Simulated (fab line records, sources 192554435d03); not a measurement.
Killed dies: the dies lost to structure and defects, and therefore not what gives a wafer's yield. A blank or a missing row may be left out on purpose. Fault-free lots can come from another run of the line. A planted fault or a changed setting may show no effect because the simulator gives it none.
fab line records	flow n5_finfet
record: lots: 6	wafers: 17	last_day: 17
route steps=1938 shown BEOL_M2@879 BEOL_M4@1111 PASSIVATION@1936
lots untouched by any fault: they come from a run of this same line in which no faults occurred
start_h: hours from the record's first day to the start of the lot's first wafer shown	wait_h: hours elapsed since this lot's preceding step	" identical to the entry in the row above	L1.1+2: one row covering several wafers at once	- either no value or no given start	* or withheld: withheld	< > ~ a bound
route shown NAME@n: names a module that has steps shown in the file, with the first one's number in the route	usual: the fault-free wafers' mean and standard deviation	same: alike in all rows	chamber/n: place in a boat	sites: per-site readings	_std_site: the values' standard deviation	_edge_site: inner sites' mean taken away from outer sites' mean	radius_mm: how far each site lies from the wafer's centre	mask NAME#n: copy n	behind: the most recent tool/chamber to have shaped the wafer	hold: what put the lot on hold/how long, in hours/how the hold closed	device: the n, p or np transistor that did not switch	end of line: tests of these same wafers at the route's end	step lacking rows: just its recipe	killed: not the wafer's yield, but the dies lost to structure and defects at the first sort	map: a wafer's dies, x killed, . not, _ none there
set.NAME: the run value of the setting; set.NAME@STEP: its run value at that earlier step	model.NAME: the simulator's own value behind a step, which no gauge read
lots seen at some steps along the route; tables by step, rows by wafer
services: when a tool's chamber went out of use (start_h, in hours from the record's first day, below 0 if earlier), for how many hours, and the reason
== steps ==
step: N5_BEOL_M2_DESCUM_33
recipe: chemistry: O2	time_s: 7	source_power_w: 50	bias_power_w: 20	pressure_mtorr: 20	rf_frequency_hz: 2.712e+07	temp_c: 40	resist: CAR-EUV	o2_flow_sccm: 225
usual: drypump_motor_current_A: 5.8/0.42	o2_flow_sccm: 225.0/0.63	oes_product_au: 0.77/0.064	rf_vpp_V: 243.1/1.2	showerhead_plenum_p_Torr: 2.09/0.063	throttle_valve_pct: 20.4/0.33
lot.wafer	tool	chamber	start_h	wait_h	drypump_motor_current_A	o2_flow_sccm	oes_product_au	rf_hours_counter_h	rf_vpp_V	showerhead_plenum_p_Torr	throttle_valve_pct
L224.1	rie_diel-06	3	162.99	0.0	5.3	224.8	0.85	30	245.5	2.14	20.4
L224.3	"	0	"	"	5.8	225.6	0.81	114	245.9	2.20	20.5
L224.6	"	2	"	"	5.4	225.2	0.74	-	242.8	2.08	20.3
L226.3	rie_diel-03	0	168.38	0.0	6.1	225.2	0.72	171	242.2	2.12	21.0
L226.4	"	2	"	"	5.4	225.7	0.74	176	241.7	2.05	20.0
L226.5	"	0	"	"	6.1	225.3	0.72	-	243.2	2.12	21.0
L235.4	rie_diel-03	3	213.80	0.1	6.3	224.7	0.84	89	241.5	2.01	19.9
L235.5	"	0	"	"	6.1	225.1	0.71	-	242.0	2.12	21.0
L242.2	rie_diel-03	2	239.41	0.1	5.4	224.5	0.71	201	242.6	2.04	20.1
L242.3	"	3	"	"	6.3	225.2	0.83	97	242.6	2.01	19.9
L242.6	"	3	"	"	6.3	225.1	0.83	-	241.3	2.01	19.9
L243.2	rie_diel-03	1	251.87	0.0	5.5	224.1	0.80	97	244.9	2.12	20.6
L243.3	"	3	"	"	6.3	226.0	0.83	101	242.0	2.01	19.9
L243.6	"	3	"	"	6.3	224.7	0.83	-	243.0	2.01	19.9
L245.2	rie_diel-06	0	276.33	0.0	5.7	225.8	0.77	155	245.1	2.19	20.5
L245.5	"	2	"	"	5.4	224.7	0.70	-	243.0	2.07	20.4
L245.6	"	3	"	"	5.3	224.5	0.79	-	243.4	2.12	20.5
step: N5_BEOL_M2_ETCH_77
recipe: chemistry: N2/H2	target: underlayer	target_depth_a: 65	mask_material: CAR-EUV	time_s: 5.2	ion_energy_ev: 200	pressure_mtorr: 30	source_w: 840	bias_w: 150	n2_flow_sccm: 200	h2_flow_sccm: 200	ends: cleared
step: N5_BEOL_M2_ETCH_69
recipe: chemistry: CF4	target: SiARC	target_depth_a: 156	mask_material: CAR-EUV	time_s: 26	ion_energy_ev: 80	pressure_mtorr: 40	source_w: 545	bias_w: 36	Ar_flow_sccm: 100	cf4_flow_sccm: 100	ends: cleared
step: N5_BEOL_M2_ALD_98
recipe: material: SiO2	target_thk_a: 25	temp_c: 100	ald_precursor_family: BDEAS	ald_co_reactant: O2-plasma	pulse_time_s: 1	co_reactant_pulse_time_s: 1	purge_time_s: 2	co_reactant_purge_time_s: 2	ald_cycles: 17	pressure_torr: 2
step: N5_BEOL_M2_ETCHBACK_99
recipe: chemistry: CHF3	target: SiO2	target_depth_a: 50	time_s: 10.4	source_w: 215	bias_w: 47	Ar_flow_sccm: 200	CHF3_flow_sccm: 12	ion_energy_ev: 100	pressure_mtorr: 30
usual: drypump_motor_current_A: 5.9/0.42	oes_ar_750_au: 0.77/0.062	oes_product_au: 0.77/0.071	rf_vpp_V: 239/6.4	showerhead_plenum_p_Torr: 2.16/0.057	throttle_valve_pct: 17.14/0.23
lot.wafer	tool	chamber	start_h	wait_h	drypump_motor_current_A	oes_ar_750_au	oes_product_au	rf_hours_counter_h	rf_vpp_V	showerhead_plenum_p_Torr	throttle_valve_pct
L224.1	rie_diel-03	2	165.20	2.0	5.4	0.71	0.72	175	243	2.13	16.85
L224.3	"	3	"	"	6.3	0.83	0.85	73	241	2.09	16.64
L224.6	"	2	"	"	5.4	0.71	0.72	-	244	2.13	16.82
L226.3	rie_diel-03	3	171.46	2.9	6.3	0.82	0.84	75	239	2.09	16.65
L226.4	"	1	"	"	5.5	0.82	0.82	72	237	2.18	17.23
L226.5	"	0	"	"	6.1	0.74	0.71	-	225	2.17	17.51
L235.4	rie_diel-03	1	214.59	0.6	5.5	0.81	0.80	86	240	2.18	17.26
L235.5	"	3	"	"	6.3	0.81	0.82	-	239	2.08	16.68
L242.2	rie_diel-03	1	241.37	1.7	5.5	0.80	0.79	94	239	2.18	17.26
L242.3	"	3	"	"	6.3	0.80	0.81	97	240	2.08	16.70
L242.6	"	0	"	"	6.1	0.73	0.70	-	224	2.16	17.52
L243.2	rie_diel-01	1	252.43	0.3	6.0	0.69	0.69	195	241	2.06	17.22
L243.3	"	2	"	"	6.2	0.85	0.87	55	239	2.19	17.18
L243.6	"	1	"	"	6.0	0.69	0.69	-	242	2.06	17.22
L245.2	rie_diel-06	2	281.43	4.9	5.4	0.71	0.69	229	231	2.12	17.03
L245.5	"	1	"	"	6.5	0.89	0.94	-	246	2.21	17.03
L245.6	"	2	"	"	5.4	0.72	0.70	-	234	2.12	17.03
step: N5_BEOL_M2_ETCH_70
recipe: chemistry: N2/H2	target: SOC	target_depth_a: 800	overetch_a: 240	mask_material: SiARC	temp_c: 40	time_s: 130	ion_energy_ev: 200	pressure_mtorr: 30	source_w: 840	bias_w: 150	n2_flow_sccm: 200	h2_flow_sccm: 200
usual: drypump_motor_current_A: 5.9/0.42	oes_product_au: 0.57/0.048	rf_vpp_V: 524.1/1.9	showerhead_plenum_p_Torr: 2.54/0.072	throttle_valve_pct: 17.80/0.2
lot.wafer	tool	chamber	start_h	wait_h	drypump_motor_current_A	oes_product_au	rf_hours_counter_h	rf_vpp_V	showerhead_plenum_p_Torr	throttle_valve_pct
L224.1	rie_diel-03	2	165.24	0.0	5.4	0.54	175	523.6	2.55	17.76
L224.3	"	3	"	"	6.3	0.63	73	521.6	2.47	17.36
L224.6	"	2	"	"	5.4	0.54	-	522.3	2.55	17.77
L226.3	rie_diel-03	3	171.49	0.0	6.3	0.61	75	521.8	2.46	17.37
L226.4	"	1	"	"	5.4	0.60	72	523.4	2.59	17.93
L226.5	"	0	"	"	6.1	0.54	-	523.6	2.50	17.90
L235.4	rie_diel-03	1	214.62	0.0	5.5	0.59	86	524.2	2.58	17.96
L235.5	"	3	"	"	6.3	0.60	-	522.2	2.46	17.39
L242.2	rie_diel-03	1	241.40	0.0	5.5	0.58	94	524.4	2.58	17.98
L242.3	"	3	"	"	6.3	0.60	98	520.3	2.45	17.41
L242.6	"	0	"	"	6.1	0.52	-	522.9	2.49	17.95
L243.2	rie_diel-01	1	252.47	0.0	5.9	0.52	195	517.9	2.39	17.65
L243.3	"	2	"	"	6.2	0.64	55	524.5	2.58	17.85
L243.6	"	1	"	"	6.0	0.51	-	521.2	2.39	17.65
L245.2	rie_diel-06	2	281.46	0.0	5.3	0.53	229	523.5	2.52	17.85
L245.5	"	1	"	"	6.5	0.67	-	525.3	2.60	17.80
L245.6	"	2	"	"	5.4	0.52	-	523.8	2.52	17.84
step: N5_BEOL_M2_STRIP_71
recipe: chemistry: N2/H2	temp_c: 40	n2_flow_sccm: 200	h2_flow_sccm: 200	rf_frequency_hz: 6e+07
step: N5_BEOL_M2_STRIP_78
recipe: chemistry: N2/H2	temp_c: 40	n2_flow_sccm: 200	h2_flow_sccm: 200	rf_frequency_hz: 6e+07
step: N5_BEOL_M2_VIA_ETCH_34
recipe: chemistry: C4F6/O2	target_depth_a: 694	mask_material: SOC	pressure_mtorr: 15	ion_energy_ev: 250	taper_deg: 4	time_s: 65.9	source_w: 350	bias_w: 170	Ar_flow_sccm: 300	C4F6_flow_sccm: 10	O2_flow_sccm: 10
step: N5_BEOL_M2_STRIP_83
recipe: chemistry: C4F6/O2	resist: SiARC	rf_frequency_hz: 6e+07
step: N5_BEOL_M2_STRIP_36
recipe: chemistry: N2/H2	power_w: 450	temp_c: 40	pressure_mtorr: 20	rf_frequency_hz: 6e+07	overash_fraction: 0.3	bias_power_w: 7	h2_frac: 0.5	n2_flow_sccm: 200	h2_flow_sccm: 200
step: N5_BEOL_M2_TRENCH_ETCH_37
recipe: chemistry: C4F6/O2	target_depth_a: 555.55	target: SiOC	time_s: 29.2	ion_energy_ev: 250	pressure_mtorr: 30	source_w: 355	bias_w: 185	Ar_flow_sccm: 300	C4F6_flow_sccm: 10	O2_flow_sccm: 10
usual: drypump_motor_current_A: 5.9/0.42	oes_ar_750_au: 0.77/0.063	oes_product_au: 0.77/0.07	rf_vpp_V: 660/17	showerhead_plenum_p_Torr: 2.86/0.072	throttle_valve_pct: 20.93/0.25
lot.wafer	tool	chamber	start_h	wait_h	drypump_motor_current_A	oes_ar_750_au	oes_product_au	rf_hours_counter_h	rf_vpp_V	showerhead_plenum_p_Torr	throttle_valve_pct
L224.1	rie_diel-03	2	-	-	5.4	0.71	0.72	175	674	2.82	20.56
L224.3	"	3	"	"	6.3	0.82	0.84	73	664	2.77	20.45
L224.6	"	2	"	"	5.4	0.71	0.72	-	675	2.82	20.55
L226.3	rie_diel-03	3	-	-	6.3	0.82	0.84	75	666	2.77	20.45
L226.4	"	1	"	"	5.5	0.83	0.81	72	658	2.89	21.03
L226.5	"	0	"	"	6.1	0.74	0.71	-	624	2.87	21.32
L235.4	rie_diel-03	1	-	-	5.5	0.82	0.80	86	659	2.88	21.06
L235.5	"	3	"	"	6.3	0.80	0.81	-	666	2.76	20.44
L242.2	rie_diel-03	1	-	-	5.4	0.80	0.79	94	659	2.88	21.07
L242.3	"	3	"	"	6.3	0.80	0.81	98	665	2.76	20.46
L242.6	"	0	"	"	6.1	0.73	0.70	-	623	2.86	21.37
L243.2	rie_diel-01	1	-	-	5.9	0.69	0.69	195	669	2.74	21.00
L243.3	"	2	"	"	6.2	0.85	0.86	56	665	2.89	21.01
L243.6	"	1	"	"	5.9	0.69	0.69	-	669	2.73	21.00
L245.2	rie_diel-06	2	-	-	5.4	0.71	0.70	229	644	2.80	20.76
L245.5	"	1	"	"	6.5	0.90	0.94	-	679	2.92	20.88
L245.6	"	2	"	"	5.3	0.72	0.70	-	644	2.80	20.75
step: N5_BEOL_M2_ETCH_41
recipe: chemistry: CH3F/O2	target: SiCN	target_depth_a: 299	taper_deg: 2	time_s: 52.5	ion_energy_ev: 120	mask_material: TiN	pressure_mtorr: 30	source_w: 395	bias_w: 75	Ar_flow_sccm: 150	CH3F_flow_sccm: 30	O2_flow_sccm: 20
usual: drypump_motor_current_A: 5.9/0.42	oes_product_au: 0.77/0.071	rf_vpp_V: 297.4/1.2	showerhead_plenum_p_Torr: 2.01/0.054	throttle_valve_pct: 16.38/0.23
lot.wafer	tool	chamber	start_h	wait_h	drypump_motor_current_A	oes_product_au	rf_hours_counter_h	rf_vpp_V	showerhead_plenum_p_Torr	throttle_valve_pct	model.etch.depth_nm
L224.1	rie_diel-03	2	165.47	-	5.4	0.72	175	297.7	1.98	16.06	19.53
L224.3	"	3	"	"	6.3	0.84	73	295.6	1.94	15.87	20.04
L224.6	"	2	"	"	5.4	0.71	-	297.8	1.98	16.07	19.6
L226.3	rie_diel-03	3	171.73	-	6.3	0.85	75	296.4	1.94	15.89	20.23
L226.4	"	1	"	"	5.5	0.81	72	297.0	2.03	16.48	19.53
L226.5	"	0	"	"	6.1	0.72	-	295.3	2.02	16.74	20.05
L235.4	rie_diel-03	1	214.86	-	5.4	0.64	86	298.5	2.03	16.51	13.23
L235.5	"	3	"	"	6.3	0.82	-	296.3	1.93	15.90	19.95
L242.2	rie_diel-03	1	241.64	-	5.5	0.79	94	296.5	2.02	16.53	19.94
L242.3	"	3	"	"	6.3	0.81	98	295.8	1.93	15.93	19.76
L242.6	"	0	"	"	6.1	0.56	-	296.7	2.01	16.77	13.52
L243.2	rie_diel-01	1	252.70	-	6.0	0.69	195	295.7	1.92	16.46	19.51
L243.3	"	2	"	"	6.2	0.86	56	296.2	2.03	16.39	20
L243.6	"	1	"	"	5.9	0.70	-	296.3	1.92	16.48	19.72
L245.2	rie_diel-06	2	281.70	-	5.4	0.70	229	296.5	1.97	16.31	18.94
L245.5	"	1	"	"	6.5	0.94	-	297.1	2.05	16.22	20.61
L245.6	"	2	"	"	5.4	0.70	-	297.4	1.97	16.32	19.15
step: N5_BEOL_M2_STRIP_97
recipe: chemistry: N2/H2	time_s: 10	power_w: 450	temp_c: 40	pressure_mtorr: 20	rf_frequency_hz: 6e+07	bias_power_w: 7	n2_flow_sccm: 200	h2_flow_sccm: 200
usual: drypump_motor_current_A: 5.9/0.42	oes_product_au: 0.78/0.072	rf_vpp_V: 59.1/0.87	showerhead_plenum_p_Torr: 2.54/0.072	throttle_valve_pct: 23.56/0.26
lot.wafer	tool	chamber	start_h	wait_h	drypump_motor_current_A	oes_product_au	rf_hours_counter_h	rf_vpp_V	showerhead_plenum_p_Torr	throttle_valve_pct
L224.1	rie_diel-03	2	-	-	5.4	0.73	175	60.6	2.55	23.72
L224.3	"	3	"	"	6.3	0.85	73	57.0	2.46	23.17
L224.6	"	2	"	"	5.4	0.73	-	59.1	2.55	23.72
L226.3	rie_diel-03	3	-	-	6.3	0.86	75	59.8	2.46	23.18
L226.4	"	1	"	"	5.5	0.81	72	59.6	2.58	23.61
L226.5	"	0	"	"	6.1	0.72	-	59.4	2.50	23.61
L235.4	rie_diel-03	1	-	-	5.5	0.80	86	59.6	2.58	23.64
L235.5	"	3	"	"	6.3	0.84	-	59.1	2.45	23.20
L242.2	rie_diel-03	1	-	-	5.5	0.81	94	59.3	2.57	23.64
L242.3	"	3	"	"	6.3	0.84	98	58.1	2.45	23.22
L242.6	"	0	"	"	6.1	0.71	-	60.0	2.49	23.65
L243.2	rie_diel-01	1	-	-	5.9	0.70	196	57.5	2.39	23.20
L243.3	"	2	"	"	6.2	0.87	56	58.9	2.58	23.65
L243.6	"	1	"	"	6.0	0.71	-	59.4	2.39	23.20
L245.2	rie_diel-06	2	-	-	5.4	0.71	229	58.5	2.51	23.48
L245.5	"	1	"	"	6.5	0.94	-	57.5	2.60	23.77
L245.6	"	2	"	"	5.4	0.71	-	59.5	2.51	23.49
step: N5_BEOL_M4_RC_MEAS_101
usual: DIBL_N: 36.6/2.1	DIBL_P: 36.5/2.7	IOFF_N: 0.17/0.043	IOFF_P: 0.22/0.045	ION_N: 674/17	ION_P: 461/9.9	SS_N: 71.7/0.79	SS_P: 73.4/0.79	VT_N: 249/4	VT_P: -250/3.3
lot.wafer	tool	chamber	start_h	wait_h	DIBL_N[mV/V]	DIBL_P[mV/V]	IOFF_N[nA/um]	IOFF_P[nA/um]	ION_N[uA/um]	ION_P[uA/um]	SS_N[mV/dec]	SS_P[mV/dec]	VT_N[mV]	VT_P[mV]
L224.1	prober-01	0	188.71	0.0	36.8	36.1	0.18	0.18	654	447	72.2	72.9	251	-254
L224.3	"	0	"	"	40.6	41.4	0.26	0.27	689	467	72.5	74.1	244	-250
L224.6	"	0	"	"	38.3	37.8	0.19	0.20	671	450	72.8	73.2	250	-253
L226.3	prober-02	0	195.24	0.3	36.5	35.6	0.15	0.20	672	456	72.0	73.9	251	-254
L226.4	"	0	"	"	39.6	40.1	0.23	0.28	699	477	72.4	75.3	244	-247
L226.5	"	0	"	"	36.5	36.3	0.17	0.21	685	465	72.0	73.8	250	-250
L235.4	prober-02	0	242.94	0.5	40.6	41.9	0.25	0.26	683	460	73.0	74.9	245	-252
L235.5	"	0	"	"	38.3	39.2	0.21	0.22	697	473	72.5	74.2	250	-251
L242.2	prober-01	0	267.99	0.2	34.6	35.1	0.13	0.18	658	449	71.1	73.7	255	-252
L242.3	"	0	"	"	34.7	35.6	0.15	0.21	680	465	71.0	72.8	247	-249
L242.6	"	0	"	"	33.9	34.1	0.12	0.17	658	456	71.0	72.2	253	-253
L243.2	prober-01	0	282.97	0.2	37.2	37.1	0.17	0.24	668	456	71.3	73.7	249	-245
L243.3	"	0	"	"	39.4	41.0	0.26	0.31	711	484	71.9	74.3	242	-247
L243.6	"	0	"	"	35.5	35.6	0.14	0.21	658	458	70.4	73.3	251	-248
L245.2	prober-02	0	314.51	0.2	35.0	35.9	0.14	0.21	664	456	71.9	73.2	250	-249
L245.5	"	0	"	"	39.6	40.6	0.23	0.29	679	465	73.3	74.6	246	-247
L245.6	"	0	"	"	37.6	39.2	0.20	0.27	679	466	72.0	73.8	245	-246
step: N5_PASSIVATION_PROBE_49
usual: defect_limited_yield: 91.5/1.7	killed_at_M0_to_M3: 33/11	killed_at_M4_up: 13/5.2	killed_at_contacts: 11/5.7	killed_at_front_end: 39/11	killed_at_other: 4/3	killed_dies: 101/20	killed_open: 66/15	killed_short: 33/8.4	sort_bin_5_function: 5.0/1.1	sort_bin_6_memory: 3.2/0.69	sort_n_pass: 1078/20	sort_yield_pct: 91.4/1.7
same: gross_dies: 1180	killed_at_back_side: 0	sort_bin_4_leakage[%]: 0	sort_bin_8_speed[%]: 0
lot.wafer	tool	chamber	start_h	wait_h	defect_limited_yield[%]	killed_at_M0_to_M3	killed_at_M4_up	killed_at_contacts	killed_at_front_end	killed_at_other	killed_dies	killed_open	killed_short	sort_bin_5_function[%]	sort_bin_6_memory[%]	sort_n_pass	sort_yield_pct[%]
L242.2	prober-01	-	378.59	0.1	92.3	31	12	11	35	2	91	62	29	4.7	3.0	1089	92.3
L242.3	prober-01	-	378.64	0.1	92.9	22	18	9	33	2	84	51	32	4.0	2.8	1096	92.9
L242.6	prober-01	-	378.79	0.3	91.0	32	11	12	49	2	106	62	35	5.3	2.6	1074	91.0
killed by level:class
L242.2 FIN_SAQP:geometric_particle:short=11 BEOL_M2:geometric_particle:open=11 FIN_SAQP:geometric_particle:open=9 BEOL_M0_SAQP:geometric_particle:open=7 STI_FIN_REVEAL:geometric_particle:open=6 MOL_CONTACT_COAG:geometric_particle:open=6 MOL_CONTACT_COAG:geometric_particle:short=5 BEOL_M1:geometric_particle:open=5
L242.3 FIN_SAQP:geometric_particle:short=9 FIN_SAQP:geometric_particle:open=9 BEOL_M2:geometric_particle:open=8 MOL_CONTACT_COAG:geometric_particle:open=7 BEOL_M4:geometric_particle:open=7 GATE_CUT:geometric_particle:short=4 BEOL_M0_SAQP:geometric_particle:open=4 BEOL_M0_SAQP:geometric_particle:short=3
L242.6 STI_FIN_REVEAL:geometric_particle:open=12 MOL_CONTACT_COAG:geometric_particle:open=10 HKMG_FIN:area_etch=9 FIN_SAQP:geometric_particle:short=8 BEOL_M0_SAQP:geometric_particle:short=7 BEOL_M3:geometric_particle:open=6 BEOL_M0_SAQP:geometric_particle:open=6 FIN_SAQP:geometric_particle:open=5
== services ==
tool	chamber	start_h	hours	kind
rie_diel-06	1	220.53	-	clean
rie_diel-06	1	220.53	-	consumable_replace:focus_ring
rie_diel-06	1	220.53	20.2	scheduled_down
rie_diel-06	1	220.53	20.2	vent_cycle
rie_diel-03	-	222.26	2.8	pm
rie_diel-01	3	255.63	-	clean
rie_diel-01	3	255.63	-	consumable_replace:focus_ring
rie_diel-01	3	255.63	20.5	scheduled_down
rie_diel-01	3	255.63	20.5	vent_cycle
== key ==
first_sign none at tools or gauges
model_effect: step: N5_BEOL_M2_ETCH_41	value: etch.depth_nm	without: 19.76	struck: 13.37
met_at N5_BEOL_M2_ETCH_41
struck_wafers L235.4,L242.6
onset_between 171.73 214.86
fault: kind: process_parameter_drift	tool: rie_diel-03	chamber: -	onset_h: 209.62	steps: N5_BEOL_M2_ETCH_41	channel: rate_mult	offset: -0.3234	shape: step	end_h: 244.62	scope: struck_wafers_only
